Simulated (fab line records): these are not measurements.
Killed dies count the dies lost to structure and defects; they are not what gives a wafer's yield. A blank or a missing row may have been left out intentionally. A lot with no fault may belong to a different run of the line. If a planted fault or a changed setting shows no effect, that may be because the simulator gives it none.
fab line records + flow n5_finfet + part 2 of 2: steps 24 to 33 of 33
record
- lots=5
- wafers=15
- last_day=18
route steps=1938 shown BEOL_M12@1617
lots that met no fault: from a run of the same line without faults
start_h: start of the lot's first displayed wafer, in hours after the record's first day + wait_h: hours elapsed since this lot's preceding step + " repeats the value in the row above + L1.1+2: several wafers, shown together as one row + - no value, or no start given + * or withheld: withheld + < > ~ a bound
route shown NAME@n: a module of which the file shows steps, and the number in the route of the first + usual: the fault-free wafers' mean and standard deviation + same: alike in all rows + chamber/n: place in a boat + sites: the reading at each site + _std_site: their standard deviation + _edge_site: outer sites' mean less inner sites' + radius_mm: for every site, how far away it sits from the centre of the wafer + mask NAME#n: copy n + behind: the last tool/chamber to shape the wafer + hold: what put the lot on hold/how long, in hours/how the hold closed + device: the n, p or np transistor that did not switch + end of line: the route-end tests of the same wafers + a step given without rows: its recipe and nothing more + killed: the dies lost at the first sort to structure and to defects; this is not the yield of the wafer + map: a wafer's dies, marking killed ones x, the rest . and places with no die _
set.NAME: setting as actually run; set.NAME@STEP: the setting as run at that earlier step + model.NAME: the simulator's own value behind a step, which no gauge read
certain route steps with their lots: each step a table, each wafer a row
services: when a tool's chamber went out of use (start_h, in hours from the record's first day, below 0 if earlier), for how many hours, and the reason
## steps
# step N5_BEOL_M12_STRIP_70
# recipe
- chemistry=C4F8/O2/Ar
- resist=SiARC
- rf_frequency_hz=6e+07
| lot.wafer  | tool        | chamber | start_h | wait_h |
|------------|-------------|---------|---------|--------|
| L076.1+4+6 | rie_diel-03 | 2,1,3   | 252.96  | 0.1    |
| L089.1+2+3 | rie_diel-05 | 1,2,0   | 325.66  | 0.1    |
| L088.1+3+4 | rie_diel-05 | 1,0,1   | 328.69  | 0.1    |
| L096.1+4+6 | rie_diel-03 | 2,0,1   | 374.90  | 0.1    |
| L097.2+4+6 | rie_diel-02 | 0,3,2   | 390.10  | 0.1    |
# step N5_BEOL_M12_OCD_MEAS_35
# usual
- trench_depth_nm=321/3.9
| lot.wafer | tool   | chamber | start_h | wait_h | trench_depth_nm |
|-----------|--------|---------|---------|--------|-----------------|
| L076.1    | ocd-01 | -       | 253.00  | 0.0    | 323             |
| L076.4    | "      | -       | "       | "      | 316             |
| L076.6    | "      | -       | "       | "      | 322             |
| L089.1    | ocd-02 | -       | 325.70  | 0.0    | 322             |
| L089.2    | "      | -       | "       | "      | 319             |
| L089.3    | "      | -       | "       | "      | 324             |
| L088.1    | ocd-02 | -       | 328.73  | 0.0    | 323             |
| L088.3    | "      | -       | "       | "      | 325             |
| L088.4    | "      | -       | "       | "      | 324             |
| L096.1    | ocd-01 | -       | 374.94  | 0.0    | 321             |
| L096.4    | "      | -       | "       | "      | 324             |
| L096.6    | "      | -       | "       | "      | 316             |
| L097.2    | ocd-02 | -       | 390.14  | 0.0    | 317             |
| L097.4    | "      | -       | "       | "      | 316             |
| L097.6    | "      | -       | "       | "      | 321             |
# step N5_BEOL_M12_STRIP_37
# recipe
- chemistry=N2/H2
- power_w=1000
- temp_c=250
- h2_frac=0.65
- overash_fraction=0.3
- pressure_mtorr=withheld
- n2_flow_sccm=1750
- h2_flow_sccm=3250
# usual
- drypump_motor_current_A=5.66/0.28
- heater_power_w=323/28
- oes_product_au=0.791/0.0098
| lot.wafer | tool            | chamber | start_h | wait_h | drypump_motor_current_A | heater_power_w | oes_product_au | rf_hours_counter_h |
|-----------|-----------------|---------|---------|--------|-------------------------|----------------|----------------|--------------------|
| L076.1    | plasma_asher-02 | 0       | 253.04  | 0.0    | 5.37                    | 358            | 0.780          | 71                 |
| L076.4    | "               | 1       | "       | "      | 5.34                    | 366            | 0.808          | -                  |
| L076.6    | "               | 0       | "       | "      | 5.37                    | 347            | 0.771          | -                  |
| L089.1    | plasma_asher-02 | 0       | 325.74  | 0.0    | 5.36                    | 348            | 0.791          | 80                 |
| L089.2    | "               | 1       | "       | "      | 5.38                    | 362            | 0.792          | 80                 |
| L089.3    | "               | 1       | "       | "      | 5.36                    | 357            | 0.795          | -                  |
| L088.1    | plasma_asher-02 | 1       | 328.77  | 0.0    | 5.33                    | 348            | 0.796          | 80                 |
| L088.3    | "               | 0       | "       | "      | 5.38                    | 351            | 0.788          | -                  |
| L088.4    | "               | 1       | "       | "      | 5.32                    | 360            | 0.786          | -                  |
| L096.1    | plasma_asher-01 | 0       | 374.98  | 0.0    | 5.72                    | 321            | 0.797          | 138                |
| L096.4    | "               | 1       | "       | "      | 6.02                    | 287            | 0.791          | -                  |
| L096.6    | "               | 1       | "       | "      | 6.01                    | 289            | 0.783          | -                  |
| L097.2    | plasma_asher-01 | 0       | 390.18  | 0.0    | 5.78                    | 315            | 0.788          | 143                |
| L097.4    | "               | 1       | "       | "      | 6.06                    | 292            | 0.787          | -                  |
| L097.6    | "               | 0       | "       | "      | 5.80                    | 309            | 0.791          | -                  |
# step N5_BEOL_M12_ETCH_38
# recipe
- chemistry=CF4/N2
- target=SiCN
- target_depth_a=687
- taper_deg=2
- time_s=73.4
- ion_energy_ev=150
- mask_material=SiO2
- pressure_mtorr=40
- source_w=430
- bias_w=70
- Ar_flow_sccm=100
- cf4_flow_sccm=60
- n2_flow_sccm=60
# usual
- drypump_motor_current_A=5.8/0.41
- oes_product_au=0.82/0.1
- rf_vpp_V=381.7/1.9
- showerhead_plenum_p_Torr=2.18/0.073
- throttle_valve_pct=15.36/0.23
| lot.wafer | tool        | chamber | start_h | wait_h | drypump_motor_current_A | oes_product_au | rf_hours_counter_h | rf_vpp_V | showerhead_plenum_p_Torr | throttle_valve_pct |
|-----------|-------------|---------|---------|--------|-------------------------|----------------|--------------------|----------|--------------------------|--------------------|
| L076.1    | rie_diel-02 | 3       | 259.35  | -      | 6.0                     | 0.82           | 77                 | 381.4    | 2.13                     | 15.46              |
| L076.4    | "           | 2       | "       | "      | 5.8                     | 0.91           | 19                 | 380.9    | 2.16                     | 15.26              |
| L076.6    | "           | 0       | "       | "      | 6.3                     | 0.74           | -                  | 378.5    | 2.02                     | 15.62              |
| L089.1    | rie_diel-02 | 3       | 329.30  | -      | 6.0                     | 0.78           | 104                | 381.2    | 2.12                     | 15.52              |
| L089.2    | "           | 2       | "       | "      | 5.8                     | 0.85           | 48                 | 381.7    | 2.15                     | 15.31              |
| L089.3    | "           | 1       | "       | "      | 5.4                     | 0.67           | 241                | 383.6    | 2.28                     | 15.48              |
| L088.1    | rie_diel-05 | 1       | 329.55  | -      | 5.1                     | 0.96           | 15                 | 383.1    | 2.25                     | 15.33              |
| L088.3    | "           | 2       | "       | "      | 5.5                     | 0.82           | 75                 | 380.0    | 2.14                     | 15.17              |
| L088.4    | "           | 1       | "       | "      | 5.1                     | 0.95           | -                  | 382.9    | 2.25                     | 15.32              |
| L096.1    | rie_diel-02 | 2       | 375.75  | -      | 5.8                     | 0.83           | 68                 | 381.0    | 2.14                     | 15.37              |
| L096.4    | "           | 3       | "       | "      | 5.9                     | 0.76           | -                  | 379.3    | 2.11                     | 15.56              |
| L096.6    | "           | 0       | "       | "      | 6.3                     | 0.71           | -                  | 376.5    | 2.01                     | 15.68              |
| L097.2    | rie_diel-03 | 0       | 391.85  | -      | 6.3                     | 0.87           | 55                 | 380.8    | 2.14                     | 15.29              |
| L097.4    | "           | 0       | "       | "      | 6.3                     | 0.88           | -                  | 381.2    | 2.14                     | 15.30              |
| L097.6    | "           | 3       | "       | "      | 5.9                     | 0.96           | -                  | 381.6    | 2.17                     | 14.96              |
# step N5_BEOL_M12_PRECLEAN_39
# recipe
- chemistry=residue_remover
- time_s=60
- temp_c=40
| lot.wafer  | tool         | chamber | start_h | wait_h |
|------------|--------------|---------|---------|--------|
| L076.1+4+6 | wet_bench-06 | 5,0,1   | 259.47  | 0.1    |
| L089.1+2+3 | wet_bench-03 | 2,4,3   | 329.43  | 0.1    |
| L088.1+3+4 | wet_bench-06 | 4,1,2   | 329.68  | 0.1    |
| L096.1+4+6 | wet_bench-01 | 4,1,0   | 375.88  | 0.1    |
| L097.2+4+6 | wet_bench-01 | 6,4,5   | 392.02  | 0.1    |
# step N5_BEOL_M12_SRD_40
# recipe
- time_s=30
- temp_c=23
- rinse_liquid=diw
- dry=n2_spin
- spin_rpm=1500
- dry_time_s=30
| lot.wafer  | tool         | chamber | start_h | wait_h |
|------------|--------------|---------|---------|--------|
| L076.1+4+6 | wet_bench-06 | 5,0,1   | 259.49  | 0.0    |
| L089.1+2+3 | wet_bench-03 | 2,4,3   | 329.45  | 0.0    |
| L088.1+3+4 | wet_bench-06 | 4,1,2   | 329.70  | 0.0    |
| L096.1+4+6 | wet_bench-01 | 4,1,0   | 375.90  | 0.0    |
| L097.2+4+6 | wet_bench-01 | 6,4,5   | 392.04  | 0.0    |
# step N5_BEOL_M12_DEGAS_41
# recipe
- ambient=vacuum
- temp_c=250
- time_s=60
# usual
- heater_power_w=332/41
| lot.wafer | tool           | chamber | start_h | wait_h | heater_power_w |
|-----------|----------------|---------|---------|--------|----------------|
| L076.1    | pvd_sputter-02 | -       | 259.68  | 0.2    | 303            |
| L076.4    | "              | -       | "       | "      | 328            |
| L076.6    | "              | -       | "       | "      | 362            |
| L089.1    | pvd_sputter-02 | -       | 329.72  | 0.3    | 363            |
| L089.2    | "              | -       | "       | "      | 266            |
| L089.3    | "              | -       | "       | "      | 318            |
| L088.1    | pvd_sputter-02 | -       | 330.04  | 0.3    | 360            |
| L088.3    | "              | -       | "       | "      | 299            |
| L088.4    | "              | -       | "       | "      | 257            |
| L096.1    | pvd_sputter-02 | -       | 376.03  | 0.1    | 267            |
| L096.4    | "              | -       | "       | "      | 310            |
| L096.6    | "              | -       | "       | "      | 305            |
| L097.2    | pvd_sputter-02 | -       | 392.22  | 0.2    | 324            |
| L097.4    | "              | -       | "       | "      | 376            |
| L097.6    | "              | -       | "       | "      | 309            |
# step N5_BEOL_M12_PRE_CLEAN_42
# recipe
- gas=H2/He
- time_s=30
- temp_c=250
# usual
- heater_power_w=334/41
| lot.wafer | tool           | chamber | start_h | wait_h | heater_power_w |
|-----------|----------------|---------|---------|--------|----------------|
| L076.1    | pvd_sputter-02 | -       | 259.72  | 0.0    | 309            |
| L076.4    | "              | -       | "       | "      | 323            |
| L076.6    | "              | -       | "       | "      | 363            |
| L089.1    | pvd_sputter-02 | -       | 329.76  | 0.0    | 361            |
| L089.2    | "              | -       | "       | "      | 264            |
| L089.3    | "              | -       | "       | "      | 325            |
| L088.1    | pvd_sputter-02 | -       | 330.08  | 0.0    | 366            |
| L088.3    | "              | -       | "       | "      | 319            |
| L088.4    | "              | -       | "       | "      | 260            |
| L096.1    | pvd_sputter-02 | -       | 376.07  | 0.0    | 261            |
| L096.4    | "              | -       | "       | "      | 317            |
| L096.6    | "              | -       | "       | "      | 300            |
| L097.2    | pvd_sputter-02 | -       | 392.26  | 0.0    | 320            |
| L097.4    | "              | -       | "       | "      | 362            |
| L097.6    | "              | -       | "       | "      | 303            |
# step N5_BEOL_M12_SPUTTER_43
# recipe
- material=TaN
- target_thk_a=150
- temp_c=50
- bias_v=168.6
- power_w=15000
- chamber_pressure_pa=0.12
- time_s=24.19
# usual
- throttle_valve_pct=29.9/1.2
| lot.wafer | tool           | chamber | start_h | wait_h | throttle_valve_pct |
|-----------|----------------|---------|---------|--------|--------------------|
| L076.1    | pvd_sputter-02 | -       | 259.76  | 0.0    | 29.8               |
| L076.4    | "              | -       | "       | "      | 30.8               |
| L076.6    | "              | -       | "       | "      | 31.2               |
| L089.1    | pvd_sputter-02 | -       | 329.80  | 0.0    | 31.1               |
| L089.2    | "              | -       | "       | "      | 28.2               |
| L089.3    | "              | -       | "       | "      | 31.1               |
| L088.1    | pvd_sputter-02 | -       | 330.12  | 0.0    | 31.5               |
| L088.3    | "              | -       | "       | "      | 29.7               |
| L088.4    | "              | -       | "       | "      | 28.3               |
| L096.1    | pvd_sputter-02 | -       | 376.11  | 0.0    | 28.5               |
| L096.4    | "              | -       | "       | "      | 29.2               |
| L096.6    | "              | -       | "       | "      | 29.6               |
| L097.2    | pvd_sputter-02 | -       | 392.30  | 0.0    | 31.2               |
| L097.4    | "              | -       | "       | "      | 31.4               |
| L097.6    | "              | -       | "       | "      | 29.4               |
# step N5_BEOL_M12_SPUTTER_44
# recipe
- material=Ta
- target_thk_a=100
- temp_c=50
- bias_v=80
- power_w=15000
- chamber_pressure_pa=0.07
- time_s=16.13
# usual
- throttle_valve_pct=29.8/1.2
| lot.wafer | tool           | chamber | start_h | wait_h | throttle_valve_pct |
|-----------|----------------|---------|---------|--------|--------------------|
| L076.1    | pvd_sputter-02 | -       | 259.84  | 0.0    | 29.5               |
| L076.4    | "              | -       | "       | "      | 31.0               |
| L076.6    | "              | -       | "       | "      | 31.2               |
| L089.1    | pvd_sputter-02 | -       | 329.88  | 0.0    | 31.0               |
| L089.2    | "              | -       | "       | "      | 28.5               |
| L089.3    | "              | -       | "       | "      | 31.1               |
| L088.1    | pvd_sputter-02 | -       | 330.20  | 0.0    | 31.1               |
| L088.3    | "              | -       | "       | "      | 29.6               |
| L088.4    | "              | -       | "       | "      | 28.3               |
| L096.1    | pvd_sputter-02 | -       | 376.19  | 0.0    | 28.4               |
| L096.4    | "              | -       | "       | "      | 29.5               |
| L096.6    | "              | -       | "       | "      | 29.6               |
| L097.2    | pvd_sputter-02 | -       | 392.38  | 0.0    | 31.5               |
| L097.4    | "              | -       | "       | "      | 31.2               |
| L097.6    | "              | -       | "       | "      | 29.7               |
## services
| tool            | chamber | start_h | hours | kind   |
|-----------------|---------|---------|-------|--------|
| wet_bench-01    | -       | 245.79  | 2.5   | repair |
| krf_scanner-01  | -       | 250.84  | 1.0   | pm     |
| rie_diel-05     | 3       | 253.97  | 1.8   | repair |
| rie_diel-02     | 1       | 259.41  | 3.0   | repair |
| plasma_asher-02 | -       | 264.42  | 4.5   | repair |
| rie_diel-02     | 0       | 272.35  | 6.4   | repair |
| rie_diel-03     | 3       | 272.91  | 8.3   | repair |
| krf_scanner-01  | -       | 273.01  | 4.0   | pm     |
| krf_scanner-01  | -       | 279.73  | 1.3   | pm     |
| plasma_asher-02 | -       | 285.72  | 15.6  | pm     |
| rie_diel-03     | 2       | 308.08  | 2.5   | repair |
| rie_diel-03     | 3       | 308.34  | 5.9   | repair |
| plasma_asher-02 | -       | 310.10  | 2.7   | repair |
| krf_scanner-01  | -       | 314.06  | 2.6   | repair |
| plasma_asher-02 | -       | 314.53  | 4.3   | repair |
| rie_diel-03     | 1       | 314.59  | 8.3   | repair |
| rie_diel-05     | 2       | 335.38  | 4.5   | repair |
| wet_bench-06    | -       | 336.30  | 13.4  | repair |
| rie_diel-02     | 1       | 349.06  | 28.8  | repair |
| rie_diel-03     | 1       | 370.41  | 3.2   | repair |
| rie_diel-03     | 3       | 376.39  | 2.1   | repair |
| rie_diel-03     | 0       | 382.97  | 3.4   | repair |
| rie_diel-03     | 1       | 385.29  | 21.7  | repair |
| rie_diel-05     | 1       | 385.92  | 10.7  | repair |
